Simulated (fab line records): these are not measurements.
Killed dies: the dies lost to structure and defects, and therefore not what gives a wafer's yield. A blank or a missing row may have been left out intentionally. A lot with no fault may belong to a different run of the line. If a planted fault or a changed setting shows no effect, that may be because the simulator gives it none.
fab line records	flow n5_finfet
record lots=7	wafers=39
route steps=1938 shown SD_EPI_N@278 SDB@373 MOL_CONTACT_COAG@562 BEOL_M9@1405 BEOL_M11@1554
start_h: hours from the record's opening day to when the first of the lot's shown wafers began	wait_h: hours elapsed since this lot's preceding step	" as in the row above	L1.1+2: several wafers, shown together as one row	- no value, or no start was given	* or withheld: withheld	< > ~ a bound
route shown NAME@n: NAME is a module with steps in the file, n the number in the route of the first one	usual: mean and standard deviation over wafers with no fault	same: alike in all rows	chamber/n: place in a boat	sites: each site's reading	_std_site: the standard deviation of these	_edge_site: mean of outer sites minus mean of inner sites	radius_mm: how far each site lies from the wafer's centre	mask NAME#n: copy n	behind: the tool/chamber that last shaped the wafer	hold: why the lot went on hold/how many hours it stayed there/how the hold came to an end	device: which transistor (n, p or np) failed to switch	end of line: tests run on the same wafers once the route is complete	a step with no rows: only its recipe	killed: dies that structure and defects cost at the first sort, which is not the same as the wafer's yield	map: per-die view of a wafer (x killed, . not killed, _ where there is no die)
set.NAME: setting as actually run; set.NAME@STEP: the setting as run at that earlier step	model.NAME: the simulator's own value behind a step, which no gauge read
lots run with intentionally changed settings; tables by step, rows by wafer
## steps
# step N5_SD_EPI_N_ETCH_45
# recipe chemistry=CH3F/O2	target=SiOCN	target_depth_a=60	mask_material=SOC	ion_energy_ev=60	bias_w=29	pressure_mtorr=15	source_w=410	Ar_flow_sccm=150	CH3F_flow_sccm=30	O2_flow_sccm=20
lot.wafer	tool	chamber	start_h	wait_h	set.target_depth_a	model.etch.depth_nm
L077.1	rie_diel-06	0	68.02	0.1	60	5.933
L077.3	"	2	"	"	60	5.986
L077.5	"	3	"	"	60	5.939
L080.1	rie_diel-04	2	87.03	0.1	36.13	3.502
L080.2	"	3	"	"	60	6.033
L080.3	"	1	"	"	36.13	3.531
L080.4	"	0	"	"	36.13	3.603
L080.5	"	3	"	"	60	5.956
L080.6	"	0	"	"	60	5.954
L083.1	rie_diel-06	2	105.11	0.1	60	5.949
L083.2	"	3	"	"	60	5.937
L083.3	"	0	"	"	60	5.933
L083.4	"	3	"	"	60	5.886
L083.5	"	0	"	"	60	5.962
L083.6	"	2	"	"	60	5.935
L087.1	rie_diel-06	3	127.93	0.1	60	6.02
L087.2	"	0	"	"	60	5.971
L087.3	"	1	"	"	30.97	3.071
L087.4	"	2	"	"	30.97	3.073
L087.5	"	0	"	"	30.97	3.082
L087.6	"	3	"	"	60	5.941
L090.1	rie_diel-04	1	148.31	0.1	95.54	9.389
L090.2	"	0	"	"	95.54	9.267
L090.3	"	3	"	"	60	5.94
L090.4	"	1	"	"	60	5.806
L090.5	"	3	"	"	60	5.971
L090.6	"	0	"	"	95.54	9.386
L092.1	rie_diel-06	0	160.99	0.1	60	5.935
L092.2	"	3	"	"	60	5.916
L092.3	"	1	"	"	60	5.86
L092.4	"	3	"	"	60	5.957
L092.5	"	1	"	"	60	5.903
L092.6	"	0	"	"	60	5.963
L096.1	rie_diel-06	3	183.42	0.1	60	5.935
L096.2	"	1	"	"	60	5.894
L096.3	"	2	"	"	40.66	4.049
L096.4	"	0	"	"	60	6.011
L096.5	"	1	"	"	40.66	3.991
L096.6	"	2	"	"	40.66	4.055
# step N5_SDB_ALD_29
# recipe material=SiNx	target_thk_a=300	temp_c=400	ald_precursor_family=SiH2I2	ald_co_reactant=N2/H2-plasma	pulse_time_s=1	ald_cycles=600	purge_time_s=2	co_reactant_purge_time_s=2	pressure_torr=2
lot.wafer	tool	chamber	start_h	wait_h	set.ald_cycles	model.SiNx_of_SDB_ALD_29.thk_nm
L077.1	ald_sin-04	1	87.77	0.0	600	30.2
L077.3+5	"	2,3	"	"	600	30
L080.1	ald_sin-01	0	106.65	0.0	955	47.6
L080.2	"	2	"	"	600	29.8
L080.3+4	"	1,3	"	"	600	30
L080.5+6	"	2,1	108.01	1.4	955	47.8
L083.1+3+6	ald_sin-04	0,2,0	124.12	0.0	282	14.2
L083.2	"	3	"	"	600	30
L083.4+5	"	1	"	"	600	30.2
L087.1+2	ald_sin-02	2,0	146.36	0.0	889	44.6
L087.3+4+6	"	1,3,0	"	"	600	30
L087.5	"	3	147.71	1.4	889	44.4
L090.1	ald_sin-04	0	168.32	0.0	600	30.2
L090.2+3+4+5+6	"	1,1,0,0,1	"	"	600	30
L092.1+3	ald_sin-04	3,1	179.14	0.0	600	30.2
L092.2+4+5	"	0,2,2	"	"	600	30
L092.6	"	1	180.49	1.4	600	29.8
L096.1+3+6	ald_sin-01	0,3,0	201.69	0.0	848	42.4
L096.2+4+5	"	1,1,3	"	"	600	30
# step N5_SDB_CMP_30
# recipe stop_on=poly-Si	t_overpolish_s=1.54	post_cmp_clean=alkaline_brush	down_force_psi=4.1491	platen_rpm=51.796	pad_velocity_m_s=1.0306	target_thk_nm=30
lot.wafer	tool	chamber	start_h	wait_h	set.ald_cycles@SDB_ALD_29	model.SiNx_of_SDB_ALD_29.thk_nm
L077.1	cmp-01	0	90.58	1.5	600	30.2
L077.3+5	"	1,3	"	"	600	30
L080.4+3	cmp-01	0,3	109.39	1.4	600	30
L080.1	"	1	"	"	955	31
L080.2	"	2	"	"	600	29.8
L080.6	"	0	"	"	955	31.6
L080.5	"	1	"	"	955	32.2
L083.2	cmp-02	3	126.86	1.4	600	30
L083.4+5	"	0,3	"	"	600	30.2
L083.3+1+6	"	1,2,0	"	"	282	14.2
L087.3+4+6	cmp-04	2,3,2	149.10	1.4	600	30
L087.1	"	0	"	"	889	30.4
L087.2	"	1	"	"	889	29.6
L087.5	"	3	"	"	889	31
L090.4+2+3+6+5	cmp-04	1,2,0,1,2	172.40	1.4	600	30
L090.1	"	3	"	"	600	30.2
L092.3+1	cmp-02	2,0	181.87	1.4	600	30.2
L092.2+4+5	"	3,1,2	"	"	600	30
L092.6	"	3	"	"	600	29.8
L096.2+4+5	cmp-02	2,3,2	204.42	1.4	600	30
L096.1	"	0	"	"	848	28.2
L096.3	"	1	"	"	848	29.2
L096.6	"	3	"	"	848	30.4
# step N5_MOL_CONTACT_COAG_ALD_123
# recipe material=SiNx	target_thk_a=50	temp_c=400	ald_precursor_family=SiH2I2	ald_co_reactant=N2/H2-plasma	pulse_time_s=1	purge_time_s=2	co_reactant_purge_time_s=2	ald_cycles=100	pressure_torr=2
lot.wafer	tool	chamber	start_h	wait_h	set.ald_cycles	model.SiNx_of_MOL_CONTACT_COAG_ALD_123.thk_nm
L077.1+3+5	ald_sin-03	3,1,0	116.93	0.0	100	5
L080.1+2+6	ald_sin-02	1,2,1	136.00	0.0	57	2.8
L080.3+4+5	"	0,3,2	"	"	100	5
L083.1+2+6	ald_sin-01	0,3,3	155.13	0.0	116	5.8
L083.3+4+5	"	2,1,2	"	"	100	5
L087.1+3+4	ald_sin-03	0,1,2	175.56	0.1	100	5
L087.2	"	3	"	"	134	6.6
L087.5+6	"	2,3	"	"	134	6.8
L090.1+2+3	ald_sin-02	1,0,2	202.70	0.0	68	3.4
L090.4+5+6	"	3,1,2	"	"	100	5
L092.1+2+3+4+5+6	ald_sin-03	3,1,0,2,3,2	209.88	0.0	100	5
L096.1+3+4	ald_sin-01	3,1,3	232.12	0.0	128	6.4
L096.2+5+6	"	0,0,1	"	"	100	5
# step N5_MOL_CONTACT_COAG_PECVD_31
# recipe material=SiO2	target_thk_a=460	temp_c=400	precursor=TEOS/O2	pressure_torr=6.5	rf_w=withheld	teos_flow_sccm=withheld	gas=O2	flow_sccm=2650	time_s=8.9
# step N5_MOL_CONTACT_COAG_COAT_75
# recipe resist=SOC	temp_c=250	time_s=60	spin_rpm=1500	resist_thk_nm=60
# step N5_MOL_CONTACT_COAG_STRIP_120
# recipe chemistry=CHF3	resist=SiARC	rf_frequency_hz=6e+07
# step N5_MOL_CONTACT_COAG_VIA_ETCH_117
# recipe chemistry=C4F6/O2	target_depth_a=400	overetch_a=80	mask_material=SOC	target=SiO2	bias_w=455	pressure_mtorr=10	time_s=26	source_w=325	Ar_flow_sccm=300	C4F6_flow_sccm=10	O2_flow_sccm=10	ion_energy_ev=575.3	ends=end_point
# step N5_MOL_CONTACT_COAG_ETCH_124
# recipe chemistry=CH3F/O2	target=SiNx	target_depth_a=65	mask_material=SOC	stop_on=SiOC	over_etch_frac=0.3	ion_energy_ev=120	pressure_mtorr=30	source_w=395	bias_w=73	Ar_flow_sccm=150	CH3F_flow_sccm=30	O2_flow_sccm=20	ends=end_point
lot.wafer	tool	chamber	start_h	wait_h	set.ald_cycles@MOL_CONTACT_COAG_ALD_123	model.etch.depth_nm
L077.1	rie_diel-06	2	120.26	0.0	100	5.02
L077.3	"	1	"	"	100	5.015
L077.5	"	2	"	"	100	5.002
L080.1	rie_diel-04	3	139.02	0.0	57	2.878
L080.2	"	0	"	"	57	2.846
L080.3	"	1	"	"	100	5.009
L080.4	"	0	"	"	100	5.01
L080.5	"	3	"	"	100	5.008
L080.6	"	1	"	"	57	2.842
L083.1	rie_diel-06	3	158.41	0.0	116	5.789
L083.2	"	1	"	"	116	5.82
L083.3	"	0	"	"	100	5.029
L083.4+5	"	1,0	"	"	100	5
L083.6	"	3	"	"	116	5.813
L087.1	rie_diel-01	3	178.59	0.0	100	5.034
L087.2	"	0	"	"	134	6.698
L087.3	"	1	"	"	100	5.032
L087.4	"	2	"	"	100	5.01
L087.5	"	1	"	"	134	6.583
L087.6	"	0	"	"	134	6.716
L090.1	rie_diel-01	2	205.72	0.0	68	3.39
L090.2	"	0	"	"	68	3.398
L090.3	"	1	"	"	68	3.395
L090.4	"	3	"	"	100	4.973
L090.5	"	3	"	"	100	4.997
L090.6	"	0	"	"	100	4.968
L092.1	rie_diel-04	2	213.34	0.0	100	4.99
L092.2	"	3	"	"	100	5.009
L092.3	"	1	"	"	100	5.03
L092.4	"	3	"	"	100	5.008
L092.5	"	2	"	"	100	5.003
L092.6	"	1	"	"	100	4.955
L096.1	rie_diel-01	3	235.17	0.0	128	6.411
L096.2	"	0	"	"	100	5.035
L096.3	"	1	"	"	128	6.43
L096.4	"	2	"	"	128	6.416
L096.5	"	0	"	"	100	5.026
L096.6	"	3	"	"	100	4.996
# step N5_BEOL_M9_HM_DEP_02
# recipe material=TiN	target_thk_a=200	temp_c=25	chamber_pressure_pa=0.49996
lot.wafer	tool	chamber	start_h	wait_h	set.target_thk_a	model.TiN_of_BEOL_M9_HM_DEP_02.thk_nm
L077.1+5	pvd_sputter-03	-	222.06	1.8	200	19.8
L077.3	"	-	"	"	200	20
L080.1+2+3+4+5+6	pvd_sputter-02	-	249.37	0.0	200	19.8
L083.1	pvd_sputter-02	-	266.75	3.0	200	20.2
L083.2	"	-	"	"	104.6	10.4
L083.3+4	"	-	"	"	200	20
L083.5	"	-	"	"	104.6	10.6
L083.6	"	-	"	"	104.6	10.2
L087.1+2+4+5	pvd_sputter-01	-	287.05	0.9	200	20
L087.3	"	-	"	"	200	19.8
L087.6	"	-	"	"	200	20.2
L090.1+4+5	pvd_sputter-02	-	315.00	0.8	236.4	23.4
L090.2+3+6	"	-	"	"	200	19.8
L092.1	pvd_sputter-02	-	320.49	0.3	200	20.2
L092.2+3	"	-	"	"	163.5	16.2
L092.4	"	-	"	"	163.5	16.4
L092.5+6	"	-	"	"	200	20
L096.1+6	pvd_sputter-03	-	336.32	1.5	200	19.8
L096.2+5	"	-	"	"	254.5	25.2
L096.3	"	-	"	"	254.5	25.4
L096.4	"	-	"	"	200	19.6
# step N5_BEOL_M9_COAT_59
# recipe resist=SOC	temp_c=250	time_s=60	spin_rpm=1500	resist_thk_nm=100
# step N5_BEOL_M9_COAT_60
# recipe resist=SiARC	temp_c=220	time_s=60	spin_rpm=1500	resist_thk_nm=30
# step N5_BEOL_M9_STRIP_68
# recipe chemistry=N2/H2	temp_c=40	n2_flow_sccm=200	h2_flow_sccm=200	rf_frequency_hz=6e+07
# step N5_BEOL_M9_STRIP_67
# recipe chemistry=CF4	resist=SiARC	power_w=300	bias_power_w=75	pressure_mtorr=50	cf4_flow_sccm=150	rf_frequency_hz=6e+07
# step N5_BEOL_M9_HM_OPEN_17
# recipe chemistry=Cl2/BCl3	target_depth_a=200	overetch_a=60	target=TiN	mask_material=SOC	ion_energy_ev=150	pressure_mtorr=10	icp_w=1000	bias_w=126	Cl2_flow_sccm=53.25	bcl3_flow_sccm=21.75	Ar_flow_sccm=25
lot.wafer	tool	chamber	start_h	wait_h	set.target_thk_a@BEOL_M9_HM_DEP_02	model.etch.depth_nm
L077.1+5	rie_metal-01	1,0	222.92	0.0	200	19.84
L077.3	"	0	"	"	200	19.99
L080.1+6	rie_metal-02	1	250.47	0.0	200	19.88
L080.2	"	0	"	"	200	19.72
L080.3	"	0	"	"	200	19.81
L080.4	"	1	"	"	200	19.73
L080.5	"	0	"	"	200	19.83
L083.1	rie_metal-03	1	267.61	0.0	200	20.1
L083.2	"	0	"	"	104.6	10.3
L083.3	"	0	"	"	200	19.96
L083.4	"	1	"	"	200	20
L083.5	"	1	"	"	104.6	10.54
L083.6	"	0	"	"	104.6	10.28
L087.1	rie_metal-03	1	287.96	0.0	200	19.91
L087.2	"	0	"	"	200	20.01
L087.3	"	0	"	"	200	19.87
L087.4	"	1	"	"	200	19.97
L087.5	"	1	"	"	200	20.09
L087.6	"	0	"	"	200	20.14
L090.1	rie_metal-03	0	315.86	0.0	236.4	23.4
L090.2	"	1	"	"	200	19.71
L090.3	"	1	"	"	200	19.82
L090.4	"	0	"	"	236.4	23.44
L090.5	"	0	"	"	236.4	23.43
L090.6	"	1	"	"	200	19.87
L092.1	rie_metal-02	0	321.50	0.0	200	20.17
L092.2	"	1	"	"	163.5	16.29
L092.3	"	0	"	"	163.5	16.27
L092.4	"	1	"	"	163.5	16.43
L092.5	"	1	"	"	200	20
L092.6	"	0	"	"	200	19.93
L096.1	rie_metal-03	1	337.18	0.0	200	19.79
L096.2	"	0	"	"	254.5	25.23
L096.3	"	1	"	"	254.5	25.32
L096.4	"	0	"	"	200	19.63
L096.5	"	0	"	"	254.5	25.18
L096.6	"	1	"	"	200	19.74
# step N5_BEOL_M11_ETCH_62
# recipe chemistry=N2/H2	target=SOC	target_depth_a=1100	overetch_a=220	mask_material=SiARC	temp_c=40	time_s=165	ion_energy_ev=200	pressure_mtorr=30	source_w=840	bias_w=150	n2_flow_sccm=200	h2_flow_sccm=200
lot.wafer	tool	chamber	start_h	wait_h	set.time_s	model.SiARC_of_BEOL_M11_COAT_60.thk_nm	model.BEOL_M11.cd_offset_nm
L077.1	rie_diel-03	3	236.88	0.0	165	23.6	-0.4
L077.3	"	0	"	"	165	23.6	-0.6
L077.5	"	3	"	"	165	23.4	-0.8
L080.1	rie_diel-03	3	267.60	0.0	208	22	0.8
L080.2	"	2	"	"	165	23.4	0
L080.3	"	1	"	"	208	21.8	0.6
L080.4	"	0	"	"	165	23.8	0.2
L080.5	"	0	"	"	208	22	1
L080.6	"	1	"	"	165	23.6	0.4
L083.1	rie_diel-03	2	280.85	0.0	165	23.6	0.4
L083.2	"	1	"	"	165	23.6	0.8
L083.3	"	0	"	"	244.4	20.6	2
L083.4	"	3	"	"	244.4	20.8	1.8
L083.5	"	2	"	"	244.4	20.4	1.8
L083.6	"	3	"	"	165	23.8	0.4
L087.1+2	rie_diel-05	1,3	300.06	0.0	165	23.8	0
L087.3	"	0	"	"	165	23.6	0.4
L087.4	"	1	"	"	165	23.8	0.4
L087.5	"	0	"	"	165	23.6	0.6
L087.6	"	3	"	"	165	23.6	0.2
L090.1	rie_diel-02	0	331.18	0.0	236.2	20.8	2
L090.2	"	2	"	"	236.2	21	2.2
L090.3	"	3	"	"	236.2	20.6	1.8
L090.4	"	1	"	"	165	23.4	1
L090.5+6	"	0,1	"	"	165	23.4	0.8
L092.1	rie_diel-02	2	337.12	0.0	165	23.6	-0.2
L092.2	"	0	"	"	99.55	26.2	-1
L092.3	"	3	"	"	165	23.4	0.2
L092.4	"	1	"	"	165	23.2	-0.4
L092.5	"	2	"	"	99.55	26.2	-1.6
L092.6	"	1	"	"	99.55	26	-1.4
L096.1+6	rie_diel-05	2	357.50	0.0	165	23.4	0.6
L096.2	"	0	"	"	129.9	24.8	0.2
L096.3	"	1	"	"	165	23.6	0.6
L096.4	"	3	"	"	129.9	25.2	-0.4
L096.5	"	3	"	"	129.9	25	-0.6
# step N5_BEOL_M11_STRIP_68
# recipe chemistry=N2/H2	temp_c=40	n2_flow_sccm=200	h2_flow_sccm=200	rf_frequency_hz=6e+07
# step N5_BEOL_M11_STRIP_67
# recipe chemistry=CF4	resist=SiARC	power_w=300	bias_power_w=75	pressure_mtorr=50	cf4_flow_sccm=150	rf_frequency_hz=6e+07
# step N5_BEOL_M11_HM_OPEN_17
# recipe chemistry=Cl2/BCl3	target_depth_a=200	overetch_a=60	target=TiN	mask_material=SOC	ion_energy_ev=150	pressure_mtorr=10	icp_w=1000	bias_w=126	Cl2_flow_sccm=53.25	bcl3_flow_sccm=21.75	Ar_flow_sccm=25
lot.wafer	tool	chamber	start_h	wait_h	set.time_s@BEOL_M11_ETCH_62	model.etch.depth_nm	model.BEOL_M11.cd_offset_nm
L077.1	rie_metal-01	0	237.07	0.0	165	20.24	-0.4
L077.3	"	1	"	"	165	20.47	-0.6
L077.5	"	0	"	"	165	20.44	-0.8
L080.1	rie_metal-03	1	267.79	0.0	208	16.09	0.6
L080.2	"	0	"	"	165	20.04	0
L080.3	"	1	"	"	208	15.97	0.4
L080.4	"	0	"	"	165	19.87	0.2
L080.5	"	1	"	"	208	15.94	0.8
L080.6	"	0	"	"	165	20.12	0.4
L083.1	rie_metal-01	0	281.03	0.0	165	20.03	0.6
L083.2	"	1	"	"	165	19.94	1
L083.3	"	1	"	"	244.4	12.53	2.2
L083.4	"	0	"	"	244.4	12.67	1.8
L083.5	"	1	"	"	244.4	12.33	1.8
L083.6	"	0	"	"	165	20.23	0.4
L087.1	rie_metal-01	0	300.25	0.0	165	19.72	0
L087.2	"	1	"	"	165	19.85	0
L087.3	"	0	"	"	165	19.91	0.4
L087.4	"	1	"	"	165	19.68	0.4
L087.5	"	1	"	"	165	19.73	0.6
L087.6	"	0	"	"	165	19.69	0.2
L090.1	rie_metal-01	0	331.36	0.0	236.2	13.15	2
L090.2	"	1	"	"	236.2	13.28	2.2
L090.3	"	1	"	"	236.2	13.19	1.8
L090.4	"	0	"	"	165	19.91	1
L090.5	"	0	"	"	165	19.98	0.8
L090.6	"	1	"	"	165	20.01	0.8
L092.1	rie_metal-01	1	337.31	0.0	165	19.82	-0.2
L092.2	"	0	"	"	99.55	19.86	-1
L092.3	"	0	"	"	165	20.09	0
L092.4	"	1	"	"	165	19.78	-0.4
L092.5	"	0	"	"	99.55	19.88	-1.6
L092.6	"	1	"	"	99.55	19.78	-1.4
L096.1	rie_metal-03	0	357.69	0.0	165	19.74	0.4
L096.2	"	1	"	"	129.9	19.67	0.2
L096.3	"	0	"	"	165	19.92	0.4
L096.4	"	1	"	"	129.9	19.93	-0.4
L096.5	"	1	"	"	129.9	19.84	-0.6
L096.6	"	0	"	"	165	19.82	0.6
# step N5_BEOL_M11_STRIP_19
# recipe chemistry=O2	power_w=400	temp_c=40	pressure_mtorr=30	rf_frequency_hz=6e+07	bias_power_w=0	overash_fraction=0.2	o2_flow_sccm=225
# step N5_BEOL_M11_CD_MEAS_18
# recipe pitch_nm=140	target_cd_nm=70
# usual cd_nm=70.0/0.47
lot.wafer	tool	chamber	start_h	wait_h	set.time_s@BEOL_M11_ETCH_62	cd_nm
L077.1	cd_sem-02	-	237.25	0.0	165	69.6
L077.3	"	-	"	"	165	69.6
L077.5	"	-	"	"	165	69.1
L080.1	cd_sem-03	-	268.00	0.0	208	70.8
L080.2	"	-	"	"	165	70.2
L080.3	"	-	"	"	208	70.2
L080.4	"	-	"	"	165	70.1
L080.5	"	-	"	"	208	71.1
L080.6	"	-	"	"	165	70.4
L083.1	cd_sem-03	-	281.21	0.0	165	70.6
L083.2	"	-	"	"	165	70.9
L083.3	"	-	"	"	244.4	72.5
L083.4	"	-	"	"	244.4	72.5
L083.5	"	-	"	"	244.4	72.3
L083.6	"	-	"	"	165	70.2
L087.1	cd_sem-01	-	300.46	0.0	165	70.2
L087.2	"	-	"	"	165	69.8
L087.3	"	-	"	"	165	70.4
L087.4	"	-	"	"	165	70.4
L087.5	"	-	"	"	165	70.7
L087.6	"	-	"	"	165	70.2
L090.1	cd_sem-02	-	331.54	0.0	236.2	72.2
L090.2	"	-	"	"	236.2	72.8
L090.3	"	-	"	"	236.2	72.4
L090.4	"	-	"	"	165	71.2
L090.5	"	-	"	"	165	70.9
L090.6	"	-	"	"	165	70.6
L092.1	cd_sem-01	-	337.49	0.0	165	69.7
L092.2	"	-	"	"	99.55	-
L092.3	"	-	"	"	165	70.1
L092.4	"	-	"	"	165	69.7
L092.5	"	-	"	"	99.55	-
L092.6	"	-	"	"	99.55	-
L096.1	cd_sem-01	-	357.88	0.0	165	70.3
L096.2	"	-	"	"	129.9	70.2
L096.3	"	-	"	"	165	70.4
L096.4	"	-	"	"	129.9	69.4
L096.5	"	-	"	"	129.9	69.3
L096.6	"	-	"	"	165	70.5
## key
split step=N5_SD_EPI_N_ETCH_45	setting=target_depth_a	stated=60	by=wafer
response step=N5_SD_EPI_N_ETCH_45	reading=model.etch.depth_nm	change=+0.0594	per=1%	r=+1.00
split step=N5_SDB_ALD_29	setting=ald_cycles	stated=600	by=wafer
response step=N5_SDB_ALD_29	reading=model.SiNx_of_SDB_ALD_29.thk_nm	change=+0.301	per=1%	r=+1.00
response step=N5_SDB_CMP_30	reading=model.SiNx_of_SDB_ALD_29.thk_nm	shape=bent	at_lowest=14.2	at_stated=30.03	at_highest=31.6
split step=N5_MOL_CONTACT_COAG_ALD_123	setting=ald_cycles	stated=100	by=wafer
response step=N5_MOL_CONTACT_COAG_ALD_123	reading=model.SiNx_of_MOL_CONTACT_COAG_ALD_123.thk_nm	change=+0.0506	per=1%	r=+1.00
response step=N5_MOL_CONTACT_COAG_ETCH_124	reading=model.etch.depth_nm	change=+0.0495	per=1%	r=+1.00
split step=N5_BEOL_M9_HM_DEP_02	setting=target_thk_a	stated=200	by=wafer
response step=N5_BEOL_M9_HM_DEP_02	reading=model.TiN_of_BEOL_M9_HM_DEP_02.thk_nm	change=+0.203	per=1%	r=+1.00
response step=N5_BEOL_M9_HM_OPEN_17	reading=model.etch.depth_nm	change=+0.202	per=1%	r=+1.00
split step=N5_BEOL_M11_ETCH_62	setting=time_s	stated=165	by=wafer
response step=N5_BEOL_M11_ETCH_62	reading=model.SiARC_of_BEOL_M11_COAT_60.thk_nm	change=-0.0645	per=1%	r=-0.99
response step=N5_BEOL_M11_ETCH_62	reading=model.BEOL_M11.cd_offset_nm	change=+0.0283	per=1%	r=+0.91
response step=N5_BEOL_M11_HM_OPEN_17	reading=model.etch.depth_nm	shape=bent	at_lowest=19.84	at_stated=19.96	at_highest=12.51
response step=N5_BEOL_M11_HM_OPEN_17	reading=model.BEOL_M11.cd_offset_nm	change=+0.0263	per=1%	r=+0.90
response step=N5_BEOL_M11_CD_MEAS_18	reading=cd_nm	change=+0.0353	per=1%	r=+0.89
